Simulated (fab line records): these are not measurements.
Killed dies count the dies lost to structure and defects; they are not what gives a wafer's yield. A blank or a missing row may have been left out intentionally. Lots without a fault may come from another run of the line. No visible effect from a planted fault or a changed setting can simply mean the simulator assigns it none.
fab line records	flow n5Finfet
[record] lots = 6	wafers = 16	lastDay = 18
route steps=1938 shown FIN_SAQP@102 BEOL_M4@1111 PASSIVATION@1936
lots with no fault: from the same line, run without faults
startH: hours from the record's first day to the start of the lot's first wafer shown	waitH: time in hours since the lot's previous step	" identical to the entry in the row above	L1.1+2: one row covering several wafers at once	- no value, or no start was given	* or withheld: withheld	< > ~ a bound
route shown NAME@n: a module of which the file shows steps, and the number in the route of the first	usual: mean/standard deviation taken from wafers without a fault	same: alike in all rows	chamber/n: place in a boat	sites: each site's reading	_std_site: standard deviation of those values	_edge_site: inner sites' mean taken away from outer sites' mean	radiusMm: how far each site lies from the wafer's centre	mask NAME#n: copy n	behind: tool/chamber where the wafer was last shaped	hold: why the lot went on hold/how many hours it stayed there/how the hold came to an end	device: the transistor (n, p or np) that didn't switch	end of line: tests run on the same wafers once the route is complete	a step with no rows: only its recipe	killed: the dies lost at the first sort to structure and to defects; this is not the yield of the wafer	map: a wafer's dies, marking killed ones x, the rest . and places with no die _
set.NAME: setting as actually run; set.NAME@STEP: the setting as run at that earlier step	model.NAME: the simulator's own value behind a step, which no gauge read
lots seen at some steps along the route; tables by step, rows by wafer
services: from which hour (startH, from the record's first day; less than 0 if before it) a tool's chamber was out of use, for how many hours, and why
[[steps]]
[step N5_FIN_SAQP_HM_DEP_72]
[recipe] material = SiO2	targetThkA = 120	tempC = 400	precursor = SiH4/N2O	pressureTorr = 0.75	rfW = 275	timeS = 7.2
[usual] heaterPowerW = 723/68	showerheadPlenumPTorr = 8.11/0.13
[same] timeS = 7.2
lot.wafer	tool	chamber	startH	waitH	heaterPowerW	showerheadPlenumPTorr
L954.1	pecvd-03	2	76.85	0.0	760	8.30
L954.4	"	1	"	"	738	8.36
L954.5	"	2	"	"	757	8.31
L957.1	pecvd-04	0	93.80	0.0	776	8.01
L957.4	"	2	"	"	708	8.00
L957.6	"	0	"	"	769	8.03
L958.1	pecvd-03	2	99.89	0.0	754	8.31
L958.2	"	1	"	"	704	8.37
L958.4	"	2	"	"	741	8.32
L961.1	pecvd-04	1	117.53	0.0	715	8.07
L961.4	"	2	"	"	655	7.98
L966.3	pecvd-04	0	147.04	0.0	721	8.01
L966.4	"	0	"	"	738	8.02
L968.3	pecvd-01	0	163.51	0.0	732	8.05
L968.4	"	1	"	"	616	8.06
L968.6	"	0	"	"	747	8.04
[step N5_FIN_SAQP_COAT_49]
[recipe] resist = SOC	tempC = 250	timeS = 60	spinRpm = 1500	resistThkNm = 100
[step N5_FIN_SAQP_COAT_50]
[recipe] resist = SiARC	tempC = 220	timeS = 60	spinRpm = 1500	resistThkNm = 35
[step N5_FIN_SAQP_COAT_10]
[recipe] resist = CAR-ArF	spinRpm = 1500	resistThkNm = 90
[step N5_FIN_SAQP_EBR_12]
[recipe] solvent = PGMEA	ebrWidthMm = 1.5
[step N5_FIN_SAQP_SOFTBAKE_11]
[recipe] tempC = 110	timeS = 60	resist = CAR-ArF
[step N5_FIN_SAQP_EXPOSE_13]
[recipe] maskId = FIN_CORE	na = 1.35	sourceShape = dipole	sigmaInner = 0.538	sigmaOuter = 0.738	polarization = te	targetCdNm = 35.6	doseMj = 63.25
[step N5_FIN_SAQP_PEB_14]
[recipe] pebTempC = withheld	pebTimeS = 60	resist = CAR-ArF
[step N5_FIN_SAQP_DEVELOP_15]
[recipe] developTimeS = 30	developer = TMAH	resist = CAR-ArF	devTempC = 23	rinseLiquid = diw	dry = airSpin
[step N5_FIN_SAQP_CD_MEAS_16]
[recipe] targetCdNm = 35.6	landingEnergyEv = 500	detector = seInlens
[usual] cdNm = 35.6/0.37
lot.wafer	tool	chamber	startH	waitH	cdNm
L954.1	cdSem-03	0	77.30	-	36.0
L954.4	"	0	"	"	36.0
L954.5	"	0	"	"	36.2
L957.1	cdSem-03	0	94.25	-	36.3
L957.4	"	0	"	"	36.1
L957.6	"	0	"	"	36.3
L958.1	cdSem-01	0	100.34	-	35.2
L958.2	"	0	"	"	35.3
L958.4	"	0	"	"	34.9
L961.1	cdSem-02	0	117.97	-	35.5
L961.4	"	0	"	"	35.7
L966.3	cdSem-03	0	147.50	-	35.8
L966.4	"	0	"	"	35.9
L968.3	cdSem-03	0	163.96	-	36.4
L968.4	"	0	"	"	35.5
L968.6	"	0	"	"	36.3
[step N5_FIN_SAQP_OVL_MEAS_17]
[recipe] pointsPerWafer = 44
[usual] FIN_CORE_OVL = 0.0/0.98
lot.wafer	tool	chamber	startH	waitH	FIN_CORE_OVL[nm]
L954.1	overlay-02	0	77.34	0.0	-0.3
L954.4	"	0	"	"	0.1
L954.5	"	0	"	"	-0.4
L957.1	overlay-02	0	94.29	0.0	-1.4
L957.4	"	0	"	"	-0.4
L957.6	"	0	"	"	-0.8
L958.1	overlay-01	0	100.38	0.0	0.7
L958.2	"	0	"	"	0.0
L958.4	"	0	"	"	1.2
L961.1	overlay-01	0	118.01	0.0	2.0
L961.4	"	0	"	"	-0.5
L966.3	overlay-01	0	147.53	0.0	-0.6
L966.4	"	0	"	"	-0.6
L968.3	overlay-01	0	164.00	0.0	0.4
L968.4	"	0	"	"	0.0
L968.6	"	0	"	"	-0.3
[step N5_FIN_SAQP_INSPECT_18]
[recipe] mode = adi	inspectInstrument = brightfield
[usual] rawDefectCount = 409/100
lot.wafer	tool	chamber	startH	waitH	rawDefectCount
L954.1	defectInspect-01	-	77.37	0.0	448
L954.4	"	-	"	"	612
L954.5	"	-	"	"	574
L957.1	defectInspect-02	-	94.31	0.0	493
L957.4	"	-	"	"	528
L957.6	"	-	"	"	465
L958.1	defectInspect-02	-	100.40	0.0	273
L958.2	"	-	"	"	449
L958.4	"	-	"	"	481
L961.1	defectInspect-02	-	118.04	0.0	366
L961.4	"	-	"	"	296
L966.3	defectInspect-02	-	147.56	0.0	476
L966.4	"	-	"	"	474
L968.3	defectInspect-01	-	164.02	0.0	481
L968.4	"	-	"	"	392
L968.6	"	-	"	"	395
[step N5_FIN_SAQP_DESCUM_21]
[recipe] chemistry = O2	timeS = 7.9	sourcePowerW = 50	biasPowerW = 20	pressureMtorr = 20	rfFrequencyHz = 2.712e+07	tempC = 40	resist = CAR-ArF	o2FlowSccm = 225
[usual] drypumpMotorCurrentA = 5.9/0.48	oesProductAu = 0.79/0.087	rfVppV = 243.4/1.3	showerheadPlenumPTorr = 2.10/0.073	throttleValvePct = 20.39/0.19
lot.wafer	tool	chamber	startH	waitH	drypumpMotorCurrentA	oesProductAu	rfHoursCounterH	rfVppV	showerheadPlenumPTorr	throttleValvePct	model.CAR-ArF_of_FIN_SAQP_COAT_10.thkNm
L954.1	rieDiel-02	3	77.40	0.0	6.6	0.79	119	243.5	2.10	20.39	83.56
L954.4	"	0	"	"	6.0	0.83	71	243.2	2.01	20.21	83.75
L954.5	"	1	"	"	5.4	0.74	-	243.1	2.07	20.34	83.74
L957.1	rieDiel-02	1	94.45	0.1	5.4	0.74	165	243.0	2.07	20.34	83.43
L957.4	"	3	"	"	6.6	0.76	126	243.1	2.10	20.42	83.52
L957.6	"	1	"	"	5.4	0.73	-	243.0	2.07	20.37	83.3
L958.1	rieDiel-05	1	100.43	0.0	6.2	0.76	168	241.6	2.08	20.22	83.68
L958.2	"	2	"	"	5.7	0.69	224	241.4	2.08	20.55	83.24
L958.4	"	3	"	"	5.5	0.92	18	245.3	2.24	20.45	83.7
L961.1	rieDiel-05	3	118.07	0.0	5.5	0.91	24	245.6	2.24	20.46	84.63
L961.4	"	1	"	"	6.2	0.76	173	244.2	2.08	20.21	83.49
L966.3	rieDiel-05	3	148.64	1.1	5.5	0.88	34	244.7	2.24	20.47	84.51
L966.4	"	2	"	"	5.7	0.68	241	242.0	2.07	20.57	83.14
L968.3	rieDiel-02	1	164.11	0.1	5.4	0.71	189	242.9	2.06	20.39	83.58
L968.4	"	0	"	"	6.0	0.79	104	241.8	2.00	20.27	83.34
L968.6	"	0	"	"	6.0	0.79	-	241.3	2.00	20.26	83.39
[step N5_FIN_SAQP_ETCH_51]
[recipe] chemistry = CF4	target = SiARC	targetDepthA = 455	maskMaterial = CAR-ArF	timeS = 75.8	ionEnergyEv = 80	pressureMtorr = 40	sourceW = 545	biasW = 36	Ar_flow_sccm = 100	cf4FlowSccm = 100	ends = cleared
[usual] drypumpMotorCurrentA = 5.9/0.48	etchRfOnTimeS = 75.2/1.7	oesProductAu = 0.68/0.076	rfVppV = 184.2/1.1	showerheadPlenumPTorr = 2.16/0.066	throttleValvePct = 15.61/0.19
lot.wafer	tool	chamber	startH	waitH	drypumpMotorCurrentA	etchRfOnTimeS	oesProductAu	rfHoursCounterH	rfVppV	showerheadPlenumPTorr	throttleValvePct	model.CAR-ArF_of_FIN_SAQP_COAT_10.thkNm
L954.1	rieDiel-02	3	77.44	0.0	6.6	74.1	0.68	119	183.6	2.15	15.50	50.92
L954.4	"	0	"	"	6.0	74.9	0.71	71	183.0	2.08	15.50	51.28
L954.5	"	1	"	"	5.4	73.0	0.65	-	182.1	2.14	15.65	51.23
L957.1	rieDiel-02	1	94.48	0.0	5.4	73.0	0.64	165	184.4	2.13	15.66	50.95
L957.4	"	3	"	"	6.6	74.5	0.67	126	183.3	2.14	15.52	51.07
L957.6	"	1	"	"	5.4	73.8	0.64	-	184.9	2.13	15.64	50.69
L958.1	rieDiel-05	1	100.47	0.0	6.2	74.6	0.63	168	182.2	2.14	15.54	51.37
L958.2	"	2	"	"	5.7	74.5	0.59	224	185.3	2.12	15.79	51.01
L958.4	"	3	"	"	5.5	76.1	0.78	18	184.7	2.28	15.48	51.37
L961.1	rieDiel-05	3	118.11	0.0	5.5	76.5	0.77	24	185.7	2.28	15.49	52.01
L961.4	"	1	"	"	6.2	74.0	0.63	173	184.8	2.14	15.53	51.04
L966.3	rieDiel-05	3	148.68	0.0	5.5	77.0	0.75	34	185.5	2.28	15.51	51.83
L966.4	"	2	"	"	5.7	75.4	0.57	241	183.2	2.12	15.84	50.63
L968.3	rieDiel-02	1	164.14	0.0	5.4	74.4	0.62	189	184.0	2.13	15.71	51.07
L968.4	"	0	"	"	6.0	74.9	0.67	104	182.0	2.07	15.56	50.81
L968.6	"	0	"	"	6.0	75.4	0.67	-	183.8	2.07	15.54	50.81
[step N5_FIN_SAQP_ETCH_52]
[recipe] chemistry = N2/H2	target = SOC	targetDepthA = 1000	overetchA = 200	maskMaterial = SiARC	tempC = 40	timeS = 150	ionEnergyEv = 200	pressureMtorr = 30	sourceW = 840	biasW = 150	n2FlowSccm = 200	h2FlowSccm = 200	ends = endPoint
[usual] drypumpMotorCurrentA = 5.9/0.48	h2FlowSccm = 200.0/0.51	oesProductAu = 0.70/0.075	rfVppV = 524.4/2.3	showerheadPlenumPTorr = 2.56/0.083	throttleValvePct = 17.78/0.2
lot.wafer	tool	chamber	startH	waitH	drypumpMotorCurrentA	h2FlowSccm	oesProductAu	rfHoursCounterH	rfVppV	showerheadPlenumPTorr	throttleValvePct
L954.1	rieDiel-02	3	77.49	0.0	6.6	200.5	0.69	119	524.1	2.53	17.72
L954.4	"	0	"	"	6.0	200.7	0.73	71	524.0	2.46	17.60
L954.5	"	1	"	"	5.4	199.6	0.66	-	523.1	2.54	17.82
L957.1	rieDiel-02	1	94.54	0.0	5.4	201.0	0.65	165	524.8	2.54	17.83
L957.4	"	3	"	"	6.6	199.8	0.69	126	524.1	2.53	17.71
L957.6	"	1	"	"	5.5	200.5	0.65	-	523.7	2.54	17.84
L958.1	rieDiel-05	1	100.53	0.0	6.2	198.5	0.67	168	522.8	2.53	17.53
L958.2	"	2	"	"	5.7	200.1	0.61	224	522.3	2.51	17.99
L958.4	"	3	"	"	5.5	200.3	0.81	18	528.6	2.70	17.55
L961.1	rieDiel-05	3	118.16	0.0	5.5	200.0	0.81	24	528.7	2.69	17.55
L961.4	"	1	"	"	6.2	199.7	0.66	173	523.5	2.52	17.54
L966.3	rieDiel-05	3	148.73	0.0	5.5	200.2	0.80	34	527.8	2.69	17.59
L966.4	"	2	"	"	5.7	199.6	0.60	241	524.0	2.51	18.01
L968.3	rieDiel-02	1	164.20	0.0	5.4	200.2	0.64	189	523.3	2.53	17.88
L968.4	"	0	"	"	6.0	200.8	0.71	104	521.3	2.45	17.64
L968.6	"	0	"	"	6.0	200.5	0.70	-	520.1	2.45	17.65
[step N5_BEOL_M4_RC_MEAS_101]
[usual] DIBL_N = 35.9/1.7	DIBL_P = 35.8/2.2	IOFF_N = 0.15/0.03	IOFF_P = 0.21/0.036	ION_N = 674/12	ION_P = 463/7.2	SS_N = 71.3/0.59	SS_P = 73.1/0.69	VT_N = 250/3	VT_P = -251/3.2
lot.wafer	tool	chamber	startH	waitH	DIBL_N[mV/V]	DIBL_P[mV/V]	IOFF_N[nA/um]	IOFF_P[nA/um]	ION_N[uA/um]	ION_P[uA/um]	SS_N[mV/dec]	SS_P[mV/dec]	VT_N[mV]	VT_P[mV]
L954.1	prober-02	0	237.32	0.0	34.5	34.1	0.14	0.15	661	445	70.5	73.3	249	-259
L954.4	"	0	"	"	35.1	34.5	0.14	0.16	663	446	70.4	73.5	249	-256
L954.5	"	0	"	"	33.0	32.9	0.11	0.14	659	448	70.3	73.3	253	-261
L957.1	prober-02	0	246.03	0.0	35.2	35.1	0.14	0.21	665	466	70.7	72.5	251	-251
L957.4	"	0	"	"	37.7	38.6	0.19	0.29	691	478	71.8	73.7	245	-244
L957.6	"	0	"	"	34.0	33.5	0.12	0.19	655	457	71.8	71.8	252	-252
L958.1	prober-01	0	255.26	0.0	33.7	32.7	0.12	0.16	666	458	71.5	72.5	255	-255
L958.2	"	0	"	"	36.6	37.8	0.18	0.23	682	469	71.6	73.6	247	-248
L958.4	"	0	"	"	37.1	37.8	0.18	0.24	683	467	72.0	73.8	249	-249
L961.1	prober-02	0	274.66	0.0	37.4	37.7	0.17	0.21	681	461	71.8	73.2	248	-252
L961.4	"	0	"	"	35.4	35.6	0.14	0.18	679	459	71.6	73.4	250	-253
L966.3	prober-02	0	307.67	0.3	37.7	37.0	0.20	0.23	693	470	72.2	73.7	244	-250
L966.4	"	0	"	"	35.1	33.8	0.14	0.19	672	461	72.2	72.1	250	-250
L968.3	prober-02	0	315.68	0.3	34.9	34.7	0.12	0.16	678	454	70.8	72.5	255	-255
L968.4	"	0	"	"	38.3	39.3	0.18	0.22	681	469	72.2	73.7	249	-251
L968.6	"	0	"	"	37.3	36.8	0.15	0.19	678	460	71.2	73.5	252	-253
[step N5_PASSIVATION_PROBE_49]
[usual] defectLimitedYield = 91.0/1.5	killed_at_M0_to_M3 = 35/12	killed_at_M4_up = 15/5.8	killedAtContacts = 14/7.2	killedAtFrontEnd = 40/10	killedAtOther = 3/3	killedDies = 106/18	killedOpen = 68/14	killedShort = 35/7.2	sort_bin_5_function = 5.2/0.96	sort_bin_6_memory = 3.3/0.69	sortNPass = 1074/18	sortYieldPct = 91.0/1.5
[same] grossDies = 1180	killedAtBackSide = 0	sort_bin_4_leakage[%] = 0	sort_bin_8_speed[%] = 0
lot.wafer	tool	chamber	startH	waitH	defectLimitedYield[%]	killed_at_M0_to_M3	killed_at_M4_up	killedAtContacts	killedAtFrontEnd	killedAtOther	killedDies	killedOpen	killedShort	sort_bin_5_function[%]	sort_bin_6_memory[%]	sortNPass	sortYieldPct[%]
L958.1	prober-02	-	360.28	0.6	90.8	43	12	10	44	0	109	63	43	5.8	3.5	1071	90.8
L958.2	prober-02	-	360.33	0.6	89.2	60	27	6	32	3	128	81	43	6.6	3.7	1052	89.2
L958.4	prober-02	-	360.43	0.7	87.5	64	10	18	55	0	147	102	39	6.4	5.3	1033	87.5
L961.1	prober-02	-	374.10	0.0	93.3	26	9	11	31	2	79	42	34	3.4	3.1	1101	93.3
L961.4	prober-02	-	374.25	0.2	91.4	33	19	10	28	11	101	65	33	4.7	3.1	1079	91.4
// killed by level:class
L958.1 GATE_CUT:geometricParticle:short=11 BEOL_M0_SAQP:geometricParticle:short=10 FIN_SAQP:geometricParticle:open=8 MOL_CONTACT_COAG:geometricParticle:open=8 BEOL_M1:geometricParticle:open=8 BEOL_M0_SAQP:geometricParticle:open=7 FIN_SAQP:geometricParticle:short=6 BEOL_M4:geometricParticle:open=6
L958.2 BEOL_M4:geometricParticle:open=10 BEOL_M1:geometricParticle:open=9 BEOL_M2:geometricParticle:open=9 BEOL_M3:geometricParticle:open=8 FIN_SAQP:geometricParticle:open=7 FIN_SAQP:geometricParticle:short=6 BEOL_M0_SAQP:geometricParticle:open=6 BEOL_M0:geometricParticle:short=6
L958.4 FIN_SAQP:geometricParticle:open=24 BEOL_M1:geometricParticle:open=16 MOL_CONTACT_COAG:geometricParticle:open=13 BEOL_M0_SAQP:geometricParticle:open=12 BEOL_M2:geometricParticle:open=12 FIN_SAQP:geometricParticle:short=11 BEOL_M0:geometricParticle:open=7 STI_FIN_REVEAL:geometricParticle:open=7
L961.1 MOL_CONTACT_COAG:geometricParticle:open=8 FIN_SAQP:geometricParticle:short=6 GATE_CUT:geometricParticle:short=6 BEOL_M3:geometricParticle:open=6 FIN_SAQP:geometricParticle:open=5 BEOL_M1:geometricParticle:open=5 BEOL_M2:geometricParticle:open=5 STARTING-WAFER:geometricParticle:short=4
L961.4 STI_FIN_REVEAL:geometricParticle:open=9 BEOL_M1:geometricParticle:open=9 MOL_CONTACT_COAG:geometricParticle:open=8 BEOL_M4:geometricParticle:open=8 FIN_SAQP:geometricParticle:short=4 MIM_TOP_ETCH:geometricParticle:short=4 BEOL_M0_SAQP:geometricParticle:short=4 BEOL_M0_SAQP:geometricParticle:open=4
[[services]]
tool	chamber	startH	hours	kind
pecvd-04	-	54.00	14.6	pm
pecvd-03	-	67.10	0.9	repair
pecvd-04	-	73.13	0.7	repair
pecvd-04	1	109.29	5.5	scheduledDown
pecvd-01	1	109.71	5.5	scheduledDown
pecvd-03	2	126.08	5.5	scheduledDown
pecvd-03	1	162.07	2.1	scheduledDown
[[key]]
firstSign none at tools or gauges
[modelEffect] step = N5_FIN_SAQP_DESCUM_21	value = CAR-ArF_of_FIN_SAQP_COAT_10.thkNm	without = 83.48	struck = 84.57
[modelEffect] step = N5_FIN_SAQP_ETCH_51	value = CAR-ArF_of_FIN_SAQP_COAT_10.thkNm	without = 50.83	struck = 51.92
metAt N5_FIN_SAQP_DESCUM_21
struckWafers L961.1,L966.3
onsetBetween 100.43 118.07
[fault] kind = processParameterDrift	tool = rieDiel-05	chamber = -	onsetH = 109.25	steps = N5_FIN_SAQP_DESCUM_21	channel = timeS	offset = *	shape = step	endH = 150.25	scope = struckWafersOnly	actsIn = *	stated = *
